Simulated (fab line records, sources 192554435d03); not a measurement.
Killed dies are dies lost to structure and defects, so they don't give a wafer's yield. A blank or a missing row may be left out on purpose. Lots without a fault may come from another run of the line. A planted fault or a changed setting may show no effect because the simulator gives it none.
Chamber matching | flow n5_finfet | N5_BEOL_M0_SAQP_PECVD_04 on pecvd-01: 3 sister chambers
The step deposits a-Si from SiH4/He, target thk 60 nm, time 60.2 s. 3 wafers are shown with their chamber, then 10 later ones without.

WAFERS WITH THEIR CHAMBER
wafer  | chamber | showerhead_plenum_p_Torr (Torr)
L084.6 | 1       | 5.73
L086.3 | 2       | 5.67
L086.4 | 0       | 5.68

WAFERS WITHOUT THEIR CHAMBER
wafer  | showerhead_plenum_p_Torr (Torr)
L086.5 | 5.72
L087.3 | 5.69
L087.4 | 5.66
L087.5 | 5.68
L090.4 | 5.67
L090.5 | 5.71
L090.6 | 5.69
L094.2 | 5.67
L094.3 | 5.68
L094.4 | 5.68

WHICH CHAMBER EACH WENT THROUGH
wafer  | from the rows above     | in truth
L086.5 | 1                       | 1
L087.3 | can't be placed: 0 or 2 | 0
L087.4 | can't be placed: 2 or 0 | 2
L087.5 | can't be placed: 0 or 2 | 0
L090.4 | can't be placed: 2 or 0 | 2
L090.5 | can't be placed: 1 or 0 | 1
L090.6 | can't be placed: 0 or 2 | 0
L094.2 | can't be placed: 2 or 0 | 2
L094.3 | can't be placed: 0 or 2 | 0
L094.4 | can't be placed: 0 or 2 | 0
Placed correctly: 1 of 10. Can't be placed from these rows: 9 (the true chamber is among the candidates in 9). Placed wrongly: 0.
How it was worked out, from the rows above alone: a wafer's distance from a chamber is the root of the sum, over the readings, of the square of ((its reading less the chamber's mean) divided by the reading's scatter). The wafer belongs to the nearest chamber; if the next one is less than 2 further off, it can't be placed. A chamber's mean is the mean of its shown wafers. The scatter: with one shown wafer a chamber, the root of the mean of the squares of how far each hidden wafer lies from its nearest shown one.
